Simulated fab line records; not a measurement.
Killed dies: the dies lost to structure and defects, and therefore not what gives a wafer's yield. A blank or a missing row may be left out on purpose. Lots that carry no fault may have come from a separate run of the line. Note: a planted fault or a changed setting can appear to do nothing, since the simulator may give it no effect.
The tool behind it: which one? | flow n5-finfet | 9 lots, 27 wafers sampled, at 5 steps of a route of 1938

== WHAT THE GAUGES SHOWED, per wafer ==
N5_HKMG_FIN_CD_MEAS_12: the cd target is 92.8 nm. Usual: cd-nm 93.5 nm, standard deviation 0.78.
lot  | measured     | on        | cd-nm (nm)     | flag
L623 | day 4 04:25  | cd-sem-03 | 94.8 93.9 93.7 |
L625 | day 4 17:27  | cd-sem-02 | 93.1 93.6 93.7 |
L631 | day 6 06:23  | cd-sem-01 | 92.7 94.1 92.3 |
L633 | day 6 16:52  | cd-sem-02 | 94.6 92.8 93.4 |
L639 | day 8 01:49  | cd-sem-03 | 93.5 93.1 92.1 |
L640 | day 8 16:56  | cd-sem-01 | 93.5 94.4 93.7 |
L643 | day 9 02:21  | cd-sem-03 | 93.9 93.3 93.7 |
L644 | day 9 09:39  | cd-sem-01 | 92.7 93.3 93.0 |
L646 | day 10 00:27 | cd-sem-03 | 93.3 93.6 93.7 |

N5_BEOL_M4_RC_MEAS_101. Usual: DIBL_N 37.1 mV/V, standard deviation 2.4; DIBL_P 37 mV/V, standard deviation 3; IOFF_N 0.18 nA/um, standard deviation 0.053; IOFF_N_LONG 5.47e-05 nA/um, standard deviation 1.9e-06; IOFF_P 0.21 nA/um, standard deviation 0.05; IOFF_P_LONG 0.000101 nA/um, standard deviation 7.9e-06; ION_N 674 uA/um, standard deviation 14; ION_P 459 uA/um, standard deviation 9.2; SS_N 72.1 mV/dec, standard deviation 0.9; SS_P 73.4 mV/dec, standard deviation 0.89; VT_N 250 mV, standard deviation 3.8; VT_N_LONG 275.4 mV, standard deviation 1.7; VT_N_LVT 98 mV, standard deviation 3.8; VT_P -251 mV, standard deviation 3.7; VT_P_LONG -277.1 mV, standard deviation 2.6.
lot  | measured     | on        | DIBL_N (mV/V)  | DIBL_P (mV/V) | IOFF_N (nA/um) | IOFF_N_LONG (nA/um)        | IOFF_P (nA/um) | IOFF_P_LONG (nA/um)        | ION_N (uA/um) | ION_P (uA/um) | SS_N (mV/dec)  | SS_P (mV/dec)  | VT_N (mV)   | VT_N_LONG (mV)    | VT_N_LVT (mV) | VT_P (mV)      | VT_P_LONG (mV)       | flag
L623 | day 8 11:45  | prober-02 | 39.7 38.3 39.1 | 42 39 41      | 0.23 0.19 0.21 | 5.24e-05 5.32e-05 5.15e-05 | 0.30 0.22 0.27 | 9.7e-05 9.6e-05 9.8e-05    | 684 667 673   | 470 455 467   | 72.4 71.9 72.2 | 74.6 73.9 74.2 | 245 249 245 | 276.1 277.6 277.2 | 96 98 95      | -248 -253 -248 | -278.1 -277.6 -277.7 |
L625 | day 9 08:23  | prober-02 | 35.7 37.7 34.8 | 35 36 34      | 0.16 0.19 0.14 | 5.53e-05 5.52e-05 5.49e-05 | 0.22 0.22 0.18 | 0.000107 0.000107 0.000102 | 671 677 656   | 464 461 455   | 71.8 72.6 71.9 | 72.9 73.0 72.3 | 249 251 253 | 274.0 275.3 273.1 | 99 100 103    | -249 -249 -249 | -276.7 -275.7 -273.5 |
L631 | day 10 16:02 | prober-01 | 33.4 39.3 36.0 | 31 38 34      | 0.11 0.22 0.14 | 5.34e-05 5.41e-05 5.28e-05 | 0.15 0.24 0.18 | 9.1e-05 9.1e-05 9.2e-05    | 663 685 661   | 456 465 443   | 70.8 72.2 71.0 | 72.4 73.3 72.4 | 256 247 254 | 275.2 276.9 275.6 | 103 97 103    | -254 -249 -253 | -280.1 -277.4 -279.0 |
L633 | day 10 18:53 | prober-02 | 37.4 37.3 38.5 | 35 39 39      | 0.20 0.17 0.20 | 5.5e-05 5.24e-05 5.27e-05  | 0.18 0.22 0.22 | 9.3e-05 9.5e-05 0.000101   | 679 670 672   | 453 455 449   | 72.4 71.4 73.4 | 73.6 74.0 74.6 | 248 251 250 | 276.3 279.4 278.4 | 96 99 98      | -253 -252 -251 | -277.6 -276.1 -278.7 |
L639 | day 12 10:06 | prober-02 | 35.3 39.8 37.4 | 33 40 37      | 0.07 0.11 0.08 | 3.65e-05 3.7e-05 3.62e-05  | 0.20 0.31 0.26 | 0.000114 0.000122 0.00012  | 622 643 625   | 463 477 467   | 70.9 72.8 71.4 | 72.4 74.7 73.0 | 269 266 270 | 291.5 291.9 292.5 | 119 116 118   | -249 -241 -244 | -267.7 -272.3 -268.7 | OFF
L640 | day 12 18:37 | prober-02 | 32.8 36.2 34.8 | 32 36 32      | 0.06 0.09 0.07 | 3.7e-05 3.71e-05 3.83e-05  | 0.20 0.28 0.22 | 0.000125 0.000127 0.000129 | 620 632 624   | 465 475 469   | 70.1 71.6 71.4 | 71.6 73.3 72.0 | 275 267 272 | 292.9 291.0 293.1 | 123 117 123   | -248 -242 -245 | -267.9 -268.1 -269.1 | OFF
L643 | day 13 00:14 | prober-02 | 41.6 35.2 39.3 | 41 35 38      | 0.28 0.14 0.24 | 5.61e-05 5.5e-05 5.69e-05  | 0.27 0.17 0.23 | 9.8e-05 0.000103 9.6e-05   | 683 651 682   | 463 446 461   | 73.6 71.9 73.2 | 75.0 72.9 74.9 | 243 255 247 | 276.7 277.5 273.2 | 92 101 94     | -248 -255 -251 | -277.3 -278.8 -275.4 |
L644 | day 13 21:18 | prober-02 | 32.5 36.1 37.3 | 33 37 39      | 0.12 0.17 0.21 | 5.49e-05 5.58e-05 5.5e-05  | 0.14 0.18 0.22 | 9.2e-05 0.000101 9.6e-05   | 665 690 697   | 453 459 464   | 71.2 71.7 72.5 | 72.1 72.8 74.6 | 252 249 244 | 275.7 274.0 271.5 | 98 94 91      | -255 -255 -252 | -277.8 -279.0 -280.5 |
L646 | day 14 00:27 | prober-01 | 34.9 37.6 37.8 | 35 38 39      | 0.13 0.16 0.19 | 5.24e-05 5.06e-05 5.15e-05 | 0.16 0.19 0.22 | 9.7e-05 9.1e-05 9.5e-05    | 662 662 681   | 456 448 460   | 71.0 71.7 71.8 | 73.0 73.5 73.7 | 254 254 249 | 277.1 278.5 274.8 | 101 100 96    | -253 -253 -252 | -275.5 -277.6 -280.1 |

== WHAT TOOL EACH LOT RAN ON (gives the tool, then ch and the chambers of the sampled wafers, and finally the start) ==
lot  | N5_HKMG_FIN_CVD_62                      | N5_HKMG_FIN_ALD_91                  | N5_HKMG_FIN_STRIP_89
L623 | thermal-cvd-si-01 ch 0,1, day 4 02:52   | ald-metal-02 ch 0,1,2, day 4 05:29  | rie-diel-05 ch 0,1, day 4 05:53
L625 | thermal-cvd-si-01 ch 1,2, day 4 15:52   | ald-metal-01 ch 0,2,3, day 4 18:31  | rie-diel-05 ch 0,3, day 4 18:59
L631 | thermal-cvd-si-02 ch 0,1,2, day 6 04:47 | ald-metal-02 ch 0,2,3, day 6 07:31  | rie-diel-02 ch 1,2,3, day 6 07:55
L633 | thermal-cvd-si-02 ch 0,1,2, day 6 15:19 | ald-metal-03 ch 1,2,3, day 6 17:56  | rie-diel-02 ch 0,1,3, day 6 18:27
L639 | thermal-cvd-si-02 ch 0,2, day 8 00:16   | ald-metal-02 ch 0,2, day 8 03:12    | rie-diel-06 ch 0,1,2, day 8 03:36
L640 | thermal-cvd-si-02 ch 0,1,2, day 8 15:20 | ald-metal-02 ch 1,3, day 8 18:00    | rie-diel-05 ch 0,3, day 8 18:24
L643 | thermal-cvd-si-02 ch 0,2, day 9 00:41   | ald-metal-01 ch 0,2,3, day 9 03:27  | rie-diel-06 ch 1,3, day 9 03:58
L644 | thermal-cvd-si-01 ch 0,2, day 9 08:13   | ald-metal-01 ch 0,1,2, day 9 11:34  | rie-diel-02 ch 1,2, day 9 12:00
L646 | thermal-cvd-si-01 ch 1,2, day 9 22:47   | ald-metal-03 ch 0,1,3, day 10 01:31 | rie-diel-06 ch 2,3, day 10 01:55
- N5_HKMG_FIN_CVD_62: deposits a-Si from Si2H6, target thk 3 nm, time 20.8 s.
- N5_HKMG_FIN_ALD_91: deposits TiN, target thk 1 nm, pulse time 1 s, purge time 3 s.
- N5_HKMG_FIN_STRIP_89: strips SOC in N2/H2, time 20 s.

== AS READ BY THE TOOLS THEMSELVES (means over the sampled wafers that have a number; for cases with no such wafer, the mark the record gives instead) ==
N5_HKMG_FIN_CVD_62. Usual: heater-power-w 1428 W, standard deviation 160.
lot  | tool              | heater-power-w (W) | flag
L623 | thermal-cvd-si-01 | 1503               |
L625 | thermal-cvd-si-01 | 1349               |
L631 | thermal-cvd-si-02 | 1389               |
L633 | thermal-cvd-si-02 | 1384               |
L639 | thermal-cvd-si-02 | 1483               |
L640 | thermal-cvd-si-02 | 1396               |
L643 | thermal-cvd-si-02 | 1421               |
L644 | thermal-cvd-si-01 | 1580               |
L646 | thermal-cvd-si-01 | 1379               |

N5_HKMG_FIN_ALD_91. Usual: heater-power-outer-w 525 W, standard deviation 52; heater-power-w 868 W, standard deviation 81; precursor-pulse-height-rel 1.002, standard deviation 0.018; susceptor-temp-C 399.98 C, standard deviation 0.22.
lot  | tool         | heater-power-outer-w (W) | heater-power-w (W) | precursor-pulse-height-rel | susceptor-temp-C (C) | flag
L623 | ald-metal-02 | 473                      | 807                | 0.997                      | 399.68               |
L625 | ald-metal-01 | 529                      | 877                | 1.001                      | 400.08               |
L631 | ald-metal-02 | 525                      | 867                | 0.995                      | 399.98               |
L633 | ald-metal-03 | 487                      | 775                | 1.001                      | 399.91               |
L639 | ald-metal-02 | 693                      | 1131               | 0.993                      | 447.34               | OFF
L640 | ald-metal-02 | 725                      | 1130               | 0.992                      | 447.42               | OFF
L643 | ald-metal-01 | 529                      | 868                | 1.008                      | 400.22               |
L644 | ald-metal-01 | 559                      | 924                | 0.989                      | 400.03               |
L646 | ald-metal-03 | 479                      | 801                | 1.005                      | 399.84               |

N5_HKMG_FIN_STRIP_89. Usual: bias-power-w 8.002 W, standard deviation 0.023; drypump-motor-current-A 5.7 A, standard deviation 0.52; oes-product-au 0.79 a.u., standard deviation 0.09; rf-vpp-V 54.2 V, standard deviation 0.89; showerhead-plenum-p-Torr 3.37 Torr, standard deviation 0.11; throttle-valve-pct 19.0 %, standard deviation 0.47.
lot  | tool        | bias-power-w (W) | drypump-motor-current-A (A) | oes-product-au (a.u.) | rf-vpp-V (V) | showerhead-plenum-p-Torr (Torr) | throttle-valve-pct (%) | flag
L623 | rie-diel-05 | 7.983            | 5.5                         | 0.75                  | 53.9         | 3.31                            | 19.2                   |
L625 | rie-diel-05 | 7.964            | 5.6                         | 0.78                  | 54.8         | 3.29                            | 19.5                   |
L631 | rie-diel-02 | 8.006            | 5.5                         | 0.76                  | 54.8         | 3.40                            | 18.6                   |
L633 | rie-diel-02 | 7.984            | 5.8                         | 0.76                  | 53.5         | 3.36                            | 18.8                   |
L639 | rie-diel-06 | 7.975            | 5.6                         | 0.83                  | 53.7         | 3.43                            | 18.9                   |
L640 | rie-diel-05 | 8.023            | 5.6                         | 0.87                  | 53.8         | 3.29                            | 19.5                   |
L643 | rie-diel-06 | 8.010            | 5.6                         | 0.78                  | 54.6         | 3.36                            | 18.6                   |
L644 | rie-diel-02 | 7.995            | 4.9                         | 0.76                  | 55.0         | 3.43                            | 18.4                   |
L646 | rie-diel-06 | 7.998            | 6.2                         | 0.90                  | 53.9         | 3.45                            | 18.3                   |

== THE ANSWER, worked out from the rows above alone ==
Rule: lot off if the mean of its wafers having a number is beyond 3 standard deviations from the usual mean. Also off: a lot with no number at a reading for which 4 or more lots have one. All remaining lots with rows at the step are treated as sound. The gauges are gone through in route order, then the tools' own readings, and for those a lot's mean is taken as printed above. At the first step where some lot is off, the reading lying furthest off is the one used; lots without a number count as furthest.
Off: at N5_BEOL_M4_RC_MEAS_101 (VT_N_LONG), L639, L640.
A tool fits if, at a process step before that reading, it ran every lot that is off, and no sound lot after the first of them. Not tried: the gauges at N5_BEOL_M4_RC_MEAS_101; whatever is off there is also off at N5_HKMG_FIN_ALD_91, on other tools, and gauge error can't account for it. One candidate fits, namely ald-metal-02 at N5_HKMG_FIN_ALD_91. A fault onset in the window from L631 (day 6 07:31, its last sound lot) to L639 (day 8 03:12, its first lot off) fits.
The tool's own readings at N5_HKMG_FIN_ALD_91 bear it out: on the lots that are off they differ by more than 5 times the standard deviation of the sound lots' means. heater-power-outer-w reads 709 W there against 512 W on the sound lots; heater-power-w reads 1130 W there against 846 W on the sound lots; susceptor-temp-C reads 447.38 C there against 399.96 C on the sound lots.

== WHAT HAD BEEN PUT IN BY THE SIMULATOR ==
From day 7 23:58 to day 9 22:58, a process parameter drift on ald-metal-02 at N5_HKMG_FIN_ALD_91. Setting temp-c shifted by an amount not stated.
Shown lots that were struck: L639, L640. The rule given above showed the same thing.
